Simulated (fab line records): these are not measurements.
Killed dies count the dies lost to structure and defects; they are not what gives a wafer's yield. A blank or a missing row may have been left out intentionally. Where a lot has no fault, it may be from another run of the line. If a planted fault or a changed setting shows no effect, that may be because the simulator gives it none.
Matching of chambers / flow n5-finfet / rie-diel-05 running N5_BEOL_M3_ETCHBACK_99: 4 sister chambers
The step etches SiO2 in CHF3, target depth 5 nm, time 10.4 s. 14 wafers are shown with their chamber, then 7 later ones without.

WAFERS WITH THEIR CHAMBER
wafer=L076.3; chamber=3; drypump-motor-current-A (A)=5.0; showerhead-plenum-p-Torr (Torr)=2.11; throttle-valve-pct (%)=16.96
wafer=L076.4; chamber=1; drypump-motor-current-A (A)=5.9; showerhead-plenum-p-Torr (Torr)=2.28; throttle-valve-pct (%)=17.23
wafer=L076.5; chamber=3; drypump-motor-current-A (A)=5.0; showerhead-plenum-p-Torr (Torr)=2.11; throttle-valve-pct (%)=16.96
wafer=L079.3; chamber=1; drypump-motor-current-A (A)=5.9; showerhead-plenum-p-Torr (Torr)=2.28; throttle-valve-pct (%)=17.24
wafer=L079.4; chamber=3; drypump-motor-current-A (A)=5.0; showerhead-plenum-p-Torr (Torr)=2.11; throttle-valve-pct (%)=16.95
wafer=L079.6; chamber=2; drypump-motor-current-A (A)=5.5; showerhead-plenum-p-Torr (Torr)=2.09; throttle-valve-pct (%)=17.23
wafer=L083.1; chamber=3; drypump-motor-current-A (A)=4.9; showerhead-plenum-p-Torr (Torr)=2.11; throttle-valve-pct (%)=16.97
wafer=L083.2; chamber=0; drypump-motor-current-A (A)=4.7; showerhead-plenum-p-Torr (Torr)=2.21; throttle-valve-pct (%)=17.25
wafer=L083.6; chamber=2; drypump-motor-current-A (A)=5.5; showerhead-plenum-p-Torr (Torr)=2.08; throttle-valve-pct (%)=17.21
wafer=L088.3; chamber=1; drypump-motor-current-A (A)=5.9; showerhead-plenum-p-Torr (Torr)=2.27; throttle-valve-pct (%)=17.28
wafer=L088.5; chamber=3; drypump-motor-current-A (A)=4.9; showerhead-plenum-p-Torr (Torr)=2.10; throttle-valve-pct (%)=16.99
wafer=L088.6; chamber=2; drypump-motor-current-A (A)=5.5; showerhead-plenum-p-Torr (Torr)=2.08; throttle-valve-pct (%)=17.26
wafer=L093.3; chamber=3; drypump-motor-current-A (A)=5.0; showerhead-plenum-p-Torr (Torr)=2.10; throttle-valve-pct (%)=17.00
wafer=L093.5; chamber=0; drypump-motor-current-A (A)=4.7; showerhead-plenum-p-Torr (Torr)=2.20; throttle-valve-pct (%)=17.30

SIGNATURES (means of the wafers above)
reading=drypump-motor-current-A; chamber 0=4.700; chamber 1=5.900; chamber 2=5.500; chamber 3=4.967; scatter within a chamber=0.0365
reading=showerhead-plenum-p-Torr; chamber 0=2.2050; chamber 1=2.2767; chamber 2=2.0833; chamber 3=2.1067; scatter within a chamber=0.00563
reading=throttle-valve-pct; chamber 0=17.2750; chamber 1=17.2500; chamber 2=17.2333; chamber 3=16.9717; scatter within a chamber=0.0241
Rule: a wafer's distance from a chamber is the root of the sum, over the readings, of the square of ((its reading less the chamber's mean) divided by the reading's scatter). The wafer belongs to the nearest chamber; if the next one is less than 2 further off, it can't be placed. The scatter is the square root of a quotient: the sum, over the shown wafers, of each reading's squared deviation from its chamber's mean, divided by wafers minus chambers.

WAFERS WHOSE CHAMBER IS MISSING
wafer=L093.6; drypump-motor-current-A (A)=5.9; showerhead-plenum-p-Torr (Torr)=2.27; throttle-valve-pct (%)=17.30
wafer=L096.1; drypump-motor-current-A (A)=5.5; showerhead-plenum-p-Torr (Torr)=2.07; throttle-valve-pct (%)=17.27
wafer=L096.2; drypump-motor-current-A (A)=4.7; showerhead-plenum-p-Torr (Torr)=2.20; throttle-valve-pct (%)=17.31
wafer=L096.4; drypump-motor-current-A (A)=5.9; showerhead-plenum-p-Torr (Torr)=2.27; throttle-valve-pct (%)=17.30
wafer=L097.3; drypump-motor-current-A (A)=5.5; showerhead-plenum-p-Torr (Torr)=2.07; throttle-valve-pct (%)=17.29
wafer=L097.5; drypump-motor-current-A (A)=4.7; showerhead-plenum-p-Torr (Torr)=2.20; throttle-valve-pct (%)=17.34
wafer=L097.6; drypump-motor-current-A (A)=5.0; showerhead-plenum-p-Torr (Torr)=2.09; throttle-valve-pct (%)=17.02

CHAMBER TAKEN BY EACH
wafer=L093.6; from the rows above=1; in truth=1
wafer=L096.1; from the rows above=2; in truth=2
wafer=L096.2; from the rows above=0; in truth=0
wafer=L096.4; from the rows above=1; in truth=1
wafer=L097.3; from the rows above=2; in truth=2
wafer=L097.5; from the rows above=0; in truth=0
wafer=L097.6; from the rows above=3; in truth=3
7 of 7 placed correctly. Can't be placed from these rows: 0. Placed wrongly: 0.
